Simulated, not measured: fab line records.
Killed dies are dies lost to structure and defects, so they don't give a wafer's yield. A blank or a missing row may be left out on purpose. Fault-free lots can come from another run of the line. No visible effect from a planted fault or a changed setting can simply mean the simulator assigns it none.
Lot-split experiment + flow n5-finfet + route with 1938 steps; 7 lots, 21 wafers read

== ON THE SPLIT ==
At N5_BEOL_M2_COAT_22 (resist thk 30 nm), the setting spin-rpm was moved away from the recipe's 1500 rpm on 10 of the 21 wafers read, by -11.2% to +8.7%. All remaining wafers had this setting at the recipe value.

== BETWEEN THE SPLIT AND THE READING: the file shows 1 step in between ==
- N5_BEOL_M2_DESCUM_33: chemistry O2, time 7 s (also split here: time-s)

== THE READING ==
CAR-EUV_of_BEOL_M2_COAT_22.thk-nm (the simulator's own value, which no gauge read), in nm, at N5_BEOL_M2_ETCH_77 (etches underlayer in N2/H2, target depth 6.5 nm, time 5.2 s). There is no usual value for it anywhere in the file. Across the 11 wafers here that went through the recipe, the average is 20.4 nm and the standard deviation 0.17 nm.

| wafer  | tool, chamber at the split | spin-rpm as run, rpm | against the recipe | CAR-EUV_of_BEOL_M2_COAT_22.thk-nm, nm | against lot-mates on the recipe |
|--------|----------------------------|----------------------|--------------------|---------------------------------------|---------------------------------|
| L077.2 | litho-track-03, 0          | 1500                 | recipe             | 20.4                                  | -                               |
| L077.5 | litho-track-03, 0          | 1500                 | recipe             | 20.4                                  | -                               |
| L077.6 | litho-track-03, 0          | 1500                 | recipe             | 20.2                                  | -                               |
| L080.2 | litho-track-03, 0          | 1631                 | +8.7%              | 19.2                                  | -1.2                            |
| L080.5 | litho-track-03, 0          | 1631                 | +8.7%              | 19.2                                  | -1.2                            |
| L080.3 | litho-track-03, 0          | 1500                 | recipe             | 20.4                                  | -                               |
| L085.2 | litho-track-05, 0          | 1500                 | recipe             | 20.2                                  | -                               |
| L085.3 | litho-track-05, 0          | 1500                 | recipe             | 20.4                                  | -                               |
| L085.5 | litho-track-05, 0          | 1500                 | recipe             | 20.4                                  | -                               |
| L090.2 | litho-track-04, 0          | 1439                 | -4.1%              | 21.4                                  | +0.6                            |
| L090.4 | litho-track-04, 0          | 1439                 | -4.1%              | 21                                    | +0.2                            |
| L090.6 | litho-track-04, 0          | 1500                 | recipe             | 20.8                                  | -                               |
| L093.1 | litho-track-04, 0          | 1617                 | +7.8%              | 19.2                                  | -1.0                            |
| L093.6 | litho-track-04, 0          | 1617                 | +7.8%              | 19.2                                  | -1.0                            |
| L093.5 | litho-track-04, 0          | 1500                 | recipe             | 20.2                                  | -                               |
| L096.3 | litho-track-03, 0          | 1332                 | -11.2%             | 21.6                                  | +1.0                            |
| L096.4 | litho-track-03, 0          | 1500                 | recipe             | 20.6                                  | -                               |
| L096.6 | litho-track-03, 0          | 1332                 | -11.2%             | 21.4                                  | +0.8                            |
| L097.3 | litho-track-05, 0          | 1546                 | +3.1%              | 20                                    | -0.4                            |
| L097.5 | litho-track-05, 0          | 1546                 | +3.1%              | 20                                    | -0.4                            |
| L097.6 | litho-track-05, 0          | 1500                 | recipe             | 20.4                                  | -                               |

FIT RESULTS
A straight line over all 21 wafers: CAR-EUV_of_BEOL_M2_COAT_22.thk-nm changes by -0.127 nm for each +1% of spin-rpm; r = -0.96; the points scatter about the line by 0.21 nm.
The same after taking each lot's own level away (the mean of its wafers on the recipe; 21 wafers): -0.107 nm for each +1%; r = -0.97; scatter 0.15 nm.
The reading moves by 1.2 nm for the largest change in spin-rpm, on that fit.
Measured against the standard deviation above, the lots' own levels, which go from 20.20 to 20.80 nm, span 3.5 times it.
Hence the slope depends on the lot-to-lot level, as the two fits are not the same.
Check: for one of the wafers moved furthest among these (-11.2%), held out of the fit, the line's prediction against its lot-mates is +1.17 nm. It came out at +1 nm against them.

== OTHER SPLITS APPLIED TO THESE WAFERS ==
Before the reading, these wafers also passed through other splits. Each is held against what the fit with the lots' levels taken away leaves over:
| other split on the same wafers    | wafers away from the commonest value | r with CAR-EUV_of_BEOL_M2_COAT_22.thk-nm (lot level and that fit taken away) |
|-----------------------------------|--------------------------------------|------------------------------------------------------------------------------|
| N5_BEOL_M0_SAQP_EXPOSE_11 dose-mj | 6                                    | +0.14                                                                        |
| N5_BEOL_M1_ETCH_77 source-w       | 7                                    | -0.03                                                                        |
| N5_BEOL_M2_DESCUM_33 time-s       | 6                                    | -0.57                                                                        |

== THE WHOLE CHAIN: every reading that the file lists as answering this split, in the file's order ==
| step                 | what it does                                                | reading                                                                            | change (the file's fit)                                                                | r (the file's) |
|----------------------|-------------------------------------------------------------|------------------------------------------------------------------------------------|----------------------------------------------------------------------------------------|----------------|
| N5_BEOL_M2_COAT_22   | resist thk 30 nm                                            | CAR-EUV_of_BEOL_M2_COAT_22.thk-nm (the simulator's own value, which no gauge read) | -0.146 nm for each +1% of the setting                                                  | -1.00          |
| N5_BEOL_M2_DESCUM_33 | chemistry O2, time 7 s                                      | CAR-EUV_of_BEOL_M2_COAT_22.thk-nm (the simulator's own value, which no gauge read) | -0.121 nm for each +1% of the setting                                                  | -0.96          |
| N5_BEOL_M2_ETCH_77   | etches underlayer in N2/H2, target depth 6.5 nm, time 5.2 s | CAR-EUV_of_BEOL_M2_COAT_22.thk-nm (the simulator's own value, which no gauge read) | -0.108 nm for each +1% of the setting                                                  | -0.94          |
| N5_BEOL_M2_ETCH_69   | etches SiARC in CF4, target depth 15.6 nm, time 26 s        | CAR-EUV_of_BEOL_M2_COAT_22.thk-nm (the simulator's own value, which no gauge read) | -0.141 nm for each +1% of the setting, in a fit together with time-s@BEOL_M2_DESCUM_33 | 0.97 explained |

== THE FILE'S OWN FIT ==
CAR-EUV_of_BEOL_M2_COAT_22.thk-nm changes by -0.108 nm for each +1% of spin-rpm, r = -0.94.
